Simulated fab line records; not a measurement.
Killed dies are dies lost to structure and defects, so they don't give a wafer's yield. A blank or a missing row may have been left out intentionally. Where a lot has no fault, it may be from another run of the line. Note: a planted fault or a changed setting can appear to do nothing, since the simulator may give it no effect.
Chamber matching + flow nandHarc + 4 sister chambers for NHARC_A_CONTACT_ETCH_110 on rieDiel-04
The step etches the open film in CF4/O2, target depth 60 nm, overetch 6 nm, time 33 s. 18 wafers are shown with their chamber, then 9 later ones without.

## WAFERS WITH THEIR CHAMBER
| wafer  | chamber | showerheadPlenumPTorr (Torr) | drypumpMotorCurrentA (A) | oesProductAu (a.u.) |
|--------|---------|------------------------------|--------------------------|---------------------|
| L313.2 | 0       | 1.30                         | 5.5                      | 1.008               |
| L313.3 | 3       | 1.33                         | 5.7                      | 0.993               |
| L313.4 | 3       | 1.32                         | 5.7                      | 0.999               |
| L317.1 | 2       | 1.32                         | 5.7                      | 1.016               |
| L317.2 | 0       | 1.30                         | 5.4                      | 0.992               |
| L317.5 | 0       | 1.30                         | 5.4                      | 0.998               |
| L320.1 | 0       | 1.30                         | 5.4                      | 0.994               |
| L320.3 | 1       | 1.26                         | 5.2                      | 0.983               |
| L320.5 | 0       | 1.30                         | 5.4                      | 0.989               |
| L322.3 | 0       | 1.30                         | 5.5                      | 0.994               |
| L322.5 | 3       | 1.32                         | 5.7                      | 1.004               |
| L322.6 | 2       | 1.32                         | 5.7                      | 1.020               |
| L321.1 | 1       | 1.26                         | 5.2                      | 0.988               |
| L321.2 | 2       | 1.32                         | 5.7                      | 1.014               |
| L321.5 | 1       | 1.26                         | 5.2                      | 1.001               |
| L324.2 | 2       | 1.32                         | 5.7                      | 1.004               |
| L324.3 | 0       | 1.30                         | 5.5                      | 0.984               |
| L324.6 | 1       | 1.26                         | 5.2                      | 1.001               |

SIGNATURES, as means of the wafers listed above
| reading               | chamber 0 | chamber 1 | chamber 2 | chamber 3 | scatter within a chamber |
|-----------------------|-----------|-----------|-----------|-----------|--------------------------|
| showerheadPlenumPTorr | 1.3000    | 1.2600    | 1.3200    | 1.3233    | 0.00218                  |
| drypumpMotorCurrentA  | 5.443     | 5.200     | 5.700     | 5.700     | 0.035                    |
| oesProductAu          | 0.99414   | 0.99325   | 1.01350   | 0.99867   | 0.00753                  |
Rule: a wafer's distance from a chamber is the root of the sum, over the readings, of the square of ((its reading less the chamber's mean) divided by the reading's scatter). The wafer belongs to the nearest chamber; if the next one is less than 2 further off, it can't be placed. How the scatter is found: for the shown wafers, subtract from each reading the mean of its chamber, square and add these, divide the total by (wafers less chambers), then take the root.

## WAFERS WITH NO CHAMBER GIVEN
| wafer  | showerheadPlenumPTorr (Torr) | drypumpMotorCurrentA (A) | oesProductAu (a.u.) |
|--------|------------------------------|--------------------------|---------------------|
| L327.1 | 1.32                         | 5.7                      | 1.004               |
| L327.3 | 1.26                         | 5.2                      | 1.001               |
| L327.4 | 1.29                         | 5.5                      | 1.005               |
| L325.1 | 1.26                         | 5.2                      | 0.996               |
| L325.5 | 1.31                         | 5.7                      | 1.010               |
| L325.6 | 1.26                         | 5.2                      | 1.004               |
| L326.4 | 1.26                         | 5.2                      | 1.001               |
| L326.5 | 1.26                         | 5.2                      | 1.005               |
| L326.6 | 1.30                         | 5.4                      | 1.006               |

## THE CHAMBER EACH PASSED THROUGH
| wafer  | from the rows above     | in truth |
|--------|-------------------------|----------|
| L327.1 | can't be placed: 2 or 3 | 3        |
| L327.3 | 1                       | 1        |
| L327.4 | 0                       | 0        |
| L325.1 | 1                       | 1        |
| L325.5 | can't be placed: 2 or 3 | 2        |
| L325.6 | 1                       | 1        |
| L326.4 | 1                       | 1        |
| L326.5 | 1                       | 1        |
| L326.6 | 0                       | 0        |
Correct placement for 7 of the 9. Can't be placed from these rows: 2 (the true chamber is among the candidates in 2). Number placed wrongly: 0.
